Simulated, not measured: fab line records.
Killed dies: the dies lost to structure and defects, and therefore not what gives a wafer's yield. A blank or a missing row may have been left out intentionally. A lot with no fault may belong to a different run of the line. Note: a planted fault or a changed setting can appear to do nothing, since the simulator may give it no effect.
Check of tool commonality :: flow nand harc :: Sample size 14 lots and 42 wafers

THE REASON FOR OPENING IT
On 2 of the 14 lots, a flag is raised at NHARC_A_ONON_D1_THK_MEAS_05 on the reading thk nm. Fault-free wafers read 1004 nm, with a standard deviation of 6.4.
Rule: a lot is flagged when every wafer of it that has a number lies more than 4 standard deviations from that mean, or none has a number. All remaining lots are regarded as sound.

lot: L293
measured: day 7 13:48
on: film metro-01
thk nm (nm), wafer by wafer: 1010 1012 1011
flag: 

lot: L294
measured: day 8 09:50
on: film metro-01
thk nm (nm), wafer by wafer: 998 995 996
flag: 

lot: L297
measured: day 8 10:12
on: film metro-02
thk nm (nm), wafer by wafer: 1013 1012 1013
flag: 

lot: L298
measured: day 9 00:38
on: film metro-01
thk nm (nm), wafer by wafer: 1003 1004 1004
flag: 

lot: L299
measured: day 9 00:39
on: film metro-02
thk nm (nm), wafer by wafer: 1020 1019 1021
flag: 

lot: L300
measured: day 9 00:40
on: film metro-01
thk nm (nm), wafer by wafer: 1015 1013 1014
flag: 

lot: L301
measured: day 9 16:14
on: film metro-01
thk nm (nm), wafer by wafer: 999 997 999
flag: 

lot: L303
measured: day 9 23:31
on: film metro-02
thk nm (nm), wafer by wafer: 998 999 1001
flag: 

lot: L302
measured: day 9 23:33
on: film metro-02
thk nm (nm), wafer by wafer: 1005 1004 1005
flag: 

lot: L304
measured: day 10 11:32
on: film metro-02
thk nm (nm), wafer by wafer: 1004 1005 1005
flag: 

lot: L310
measured: day 11 15:25
on: film metro-01
thk nm (nm), wafer by wafer: 597 597 595
flag: FLAGGED

lot: L311
measured: day 11 23:53
on: film metro-02
thk nm (nm), wafer by wafer: 1008 1010 1008
flag: 

lot: L315
measured: day 12 18:20
on: film metro-02
thk nm (nm), wafer by wafer: 995 993 990
flag: 

lot: L313
measured: day 12 18:21
on: film metro-02
thk nm (nm), wafer by wafer: 601 605 602
flag: FLAGGED
Average over the flagged lots: 600 nm; offset from the usual -404 nm, equal to -63 standard deviations.

WHICH TOOL RAN EACH LOT
Before the reading, the record contains 2 process steps out of a 1159-step route. Read each cell as the tool, then ch plus the chambers that the sampled wafers visited, then the start.
lot: L293
flag: 
NHARC_A_ZERO_WELL_DESCUM_12: rie diel-04 ch 0,1, day 6 15:44
NHARC_A_ONON_D1_DEP_03: pecvd onon-04 ch 0, day 7 13:28

lot: L294
flag: 
NHARC_A_ZERO_WELL_DESCUM_12: rie diel-05 ch 0,2,3, day 7 03:26
NHARC_A_ONON_D1_DEP_03: pecvd onon-04 ch 0, day 8 09:20

lot: L297
flag: 
NHARC_A_ZERO_WELL_DESCUM_12: rie diel-04 ch 1,2,3, day 7 14:47
NHARC_A_ONON_D1_DEP_03: pecvd onon-02 ch 0, day 8 09:52

lot: L298
flag: 
NHARC_A_ZERO_WELL_DESCUM_12: rie diel-12 ch 0,2,3, day 7 22:10
NHARC_A_ONON_D1_DEP_03: pecvd onon-04 ch 0, day 9 00:08

lot: L299
flag: 
NHARC_A_ZERO_WELL_DESCUM_12: rie diel-04 ch 1,3, day 8 02:04
NHARC_A_ONON_D1_DEP_03: pecvd onon-03 ch 0, day 9 00:15

lot: L300
flag: 
NHARC_A_ZERO_WELL_DESCUM_12: rie diel-12 ch 0,2,3, day 7 21:47
NHARC_A_ONON_D1_DEP_03: pecvd onon-02 ch 0, day 9 00:09

lot: L301
flag: 
NHARC_A_ZERO_WELL_DESCUM_12: rie diel-12 ch 0,2,3, day 8 15:20
NHARC_A_ONON_D1_DEP_03: pecvd onon-04 ch 0, day 9 15:53

lot: L303
flag: 
NHARC_A_ZERO_WELL_DESCUM_12: rie diel-05 ch 0,1,2, day 8 23:17
NHARC_A_ONON_D1_DEP_03: pecvd onon-04 ch 0, day 9 23:00

lot: L302
flag: 
NHARC_A_ZERO_WELL_DESCUM_12: rie diel-05 ch 1,2,3, day 8 22:04
NHARC_A_ONON_D1_DEP_03: pecvd onon-02 ch 0, day 9 23:11

lot: L304
flag: 
NHARC_A_ZERO_WELL_DESCUM_12: rie diel-05 ch 1,2, day 9 06:14
NHARC_A_ONON_D1_DEP_03: pecvd onon-03 ch 0, day 10 11:05

lot: L310
flag: FLAGGED
NHARC_A_ZERO_WELL_DESCUM_12: rie diel-12 ch 0,1,2, day 10 14:50
NHARC_A_ONON_D1_DEP_03: pecvd onon-04 ch 0, day 11 14:55

lot: L311
flag: 
NHARC_A_ZERO_WELL_DESCUM_12: rie diel-05 ch 0,3, day 11 01:01
NHARC_A_ONON_D1_DEP_03: pecvd onon-03 ch 0, day 11 23:22

lot: L315
flag: 
NHARC_A_ZERO_WELL_DESCUM_12: rie diel-04 ch 0,2,3, day 11 22:37
NHARC_A_ONON_D1_DEP_03: pecvd onon-03 ch 0, day 12 17:50

lot: L313
flag: FLAGGED
NHARC_A_ZERO_WELL_DESCUM_12: rie diel-05 ch 0,2,3, day 11 16:54
NHARC_A_ONON_D1_DEP_03: pecvd onon-04 ch 0, day 12 17:50
What the steps here do:
- NHARC_A_ZERO_WELL_DESCUM_12: chemistry O2, time 3 s.
- NHARC_A_ONON_D1_DEP_03: target thk 1000 nm.
- NHARC_A_ONON_D1_THK_MEAS_05: measures by ellipsometry.

FLAGGED OVER TOTAL, TOOL BY TOOL (the gauges that took the reading come last)
step: NHARC_A_ZERO_WELL_DESCUM_12
tool: rie diel-04
lots run: 4
flagged: 0
share of the flagged lots: none
sound lots run after its first flagged lot: -

step: NHARC_A_ZERO_WELL_DESCUM_12
tool: rie diel-05
lots run: 6
flagged: 1
share of the flagged lots: some
sound lots run after its first flagged lot: 0

step: NHARC_A_ZERO_WELL_DESCUM_12
tool: rie diel-12
lots run: 4
flagged: 1
share of the flagged lots: some
sound lots run after its first flagged lot: 0

step: NHARC_A_ONON_D1_DEP_03
tool: pecvd onon-02
lots run: 3
flagged: 0
share of the flagged lots: none
sound lots run after its first flagged lot: -

step: NHARC_A_ONON_D1_DEP_03
tool: pecvd onon-03
lots run: 4
flagged: 0
share of the flagged lots: none
sound lots run after its first flagged lot: -

step: NHARC_A_ONON_D1_DEP_03
tool: pecvd onon-04
lots run: 7
flagged: 2
share of the flagged lots: all
sound lots run after its first flagged lot: 0

step: NHARC_A_ONON_D1_THK_MEAS_05
tool: film metro-01
lots run: 6
flagged: 1
share of the flagged lots: some
sound lots run after its first flagged lot: 0

step: NHARC_A_ONON_D1_THK_MEAS_05
tool: film metro-02
lots run: 8
flagged: 1
share of the flagged lots: some
sound lots run after its first flagged lot: 0

WHAT THE TABLE ALLOWS
In the table, 1 row covers all flagged lots: pecvd onon-04 at NHARC_A_ONON_D1_DEP_03.
- pecvd onon-04 at NHARC_A_ONON_D1_DEP_03 ran 7 lots, 2 of them flagged. Its last sound lot is L303 (day 9 23:00), its first flagged lot L310 (day 11 14:55): a fault that began between those two fits.
What remains is a single tool, pecvd onon-04 at NHARC_A_ONON_D1_DEP_03.

WHAT THE SIMULATOR HAD INSERTED
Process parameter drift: pecvd onon-04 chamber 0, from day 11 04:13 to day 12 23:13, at NHARC_A_ONON_D1_DEP_03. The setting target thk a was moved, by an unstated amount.
Shown lots that were struck: L310, L313. The same result came from the rule above.
